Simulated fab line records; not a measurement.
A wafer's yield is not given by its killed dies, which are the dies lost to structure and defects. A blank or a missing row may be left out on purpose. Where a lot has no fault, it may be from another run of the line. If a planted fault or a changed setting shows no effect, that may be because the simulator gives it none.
A lot that was struck, set against a sound lot    flow nand_harc    13 out of 1302 route steps
Sound: these wafers, L493.3, L493.4, L493.6. Wafers L494.3, L494.6 were the ones struck. The cause is given at the end.
At each step with rows: each side's tool, then ch and its chambers, then its first start. Under that, the readings that differ: sound wafers    struck wafers    difference of the means    sigmas: that difference in standard deviations of wafers without a fault.
alike: readings whose means differ by less than 2 such deviations, and words and numbers that are the same on both sides. not compared: withheld readings, readings that some wafer has no value for, bounds like >300 that may hide the same value, and numbers for which the record gives no deviation and whose values overlap.
The two part at a step that has a row with sigmas, a row that says differs or no value, or rows on one side only. Numbers that have no deviation but don't overlap get no sigmas and don't part them. Lack of a reading on every wafer of one side parts them only where that side has two or more wafers.

NHARC_A_STAIRCASE_TRIM_14: chemistry O2, time 211.2 s.
  sound: rie_diel-03 ch 0,2,3; struck: rie_diel-12 ch 0,2
  alike: drypump_motor_current_A, o2_flow_sccm, oes_product_au, rf_vpp_V, showerhead_plenum_p_Torr, throttle_valve_pct
  not compared: rf_hours_counter_h
then, 3 steps without rows for these wafers: NHARC_A_STAIRCASE_ETCH_15 (etches the open film in C4F8/O2, target depth 100 nm, time 40.5 s); NHARC_A_STAIRCASE_TRIM_16 (chemistry O2, time 211.2 s); NHARC_A_STAIRCASE_ETCH_17 (etches the open film in C4F8/O2, target depth 100 nm, time 40.5 s).
NHARC_A_STAIRCASE_TRIM_18: chemistry O2, time 211.2 s.
  sound: rie_diel-03 ch 0,3; struck: rie_diel-12 ch 0,1
  alike: drypump_motor_current_A, o2_flow_sccm, oes_product_au, rf_vpp_V, showerhead_plenum_p_Torr, throttle_valve_pct
  not compared: rf_hours_counter_h
then, 3 steps without rows for these wafers: NHARC_A_STAIRCASE_ETCH_19 (etches the open film in C4F8/O2, target depth 100 nm, time 40.5 s); NHARC_A_STAIRCASE_TRIM_20 (chemistry O2, time 211.2 s); NHARC_A_STAIRCASE_ETCH_21 (etches the open film in C4F8/O2, target depth 100 nm, time 40.5 s).
NHARC_A_STAIRCASE_TRIM_22: chemistry O2, time 211.2 s.
  sound: rie_diel-03 ch 0,1,2; struck: rie_diel-12 ch 1,3
reading              sound              struck       difference  sigmas
o2_flow_sccm (sccm)  500.8 499.4 501.0  497.7 497.1  -3.0        -2
  alike: drypump_motor_current_A, oes_product_au, rf_vpp_V, showerhead_plenum_p_Torr, throttle_valve_pct
  not compared: rf_hours_counter_h
NHARC_A_STAIRCASE_ETCH_23: etches the open film in C4F8/O2, target depth 100 nm, time 40.5 s.
  sound: rie_diel-03 ch 0,1,2; struck: rie_diel-12 ch 1,2
  alike: oes_product_au, rf_vpp_V, run_length_s
  not compared: rf_hours_counter_h
NHARC_A_STAIRCASE_TRIM_24: chemistry O2, time 211.2 s.
  sound: rie_diel-03 ch 1,3; struck: rie_diel-12 ch 0,3
  alike: drypump_motor_current_A, o2_flow_sccm, oes_product_au, rf_vpp_V, showerhead_plenum_p_Torr, throttle_valve_pct
  not compared: rf_hours_counter_h
NHARC_A_STAIRCASE_ETCH_25: etches the open film in C4F8/O2, target depth 100 nm, time 40.5 s.
  sound on rie_diel-03 ch 0,2,3, day 20 20:48; struck on rie_diel-12 ch 1,2, day 21 01:47
reading           sound           struck     difference  sigmas
run_length_s (s)  62.0 62.4 61.9  71.8 70.8  +9.2        +18
  alike: oes_product_au, rf_vpp_V
  not compared: rf_hours_counter_h
then, 1 step without rows for these wafers: NHARC_A_STAIRCASE_TRIM_26 (chemistry O2, time 211.2 s).

WHERE THEY PART
At NHARC_A_STAIRCASE_TRIM_22 first; at NHARC_A_STAIRCASE_ETCH_25 last (within this record only).

WHY: whatever the simulator had introduced
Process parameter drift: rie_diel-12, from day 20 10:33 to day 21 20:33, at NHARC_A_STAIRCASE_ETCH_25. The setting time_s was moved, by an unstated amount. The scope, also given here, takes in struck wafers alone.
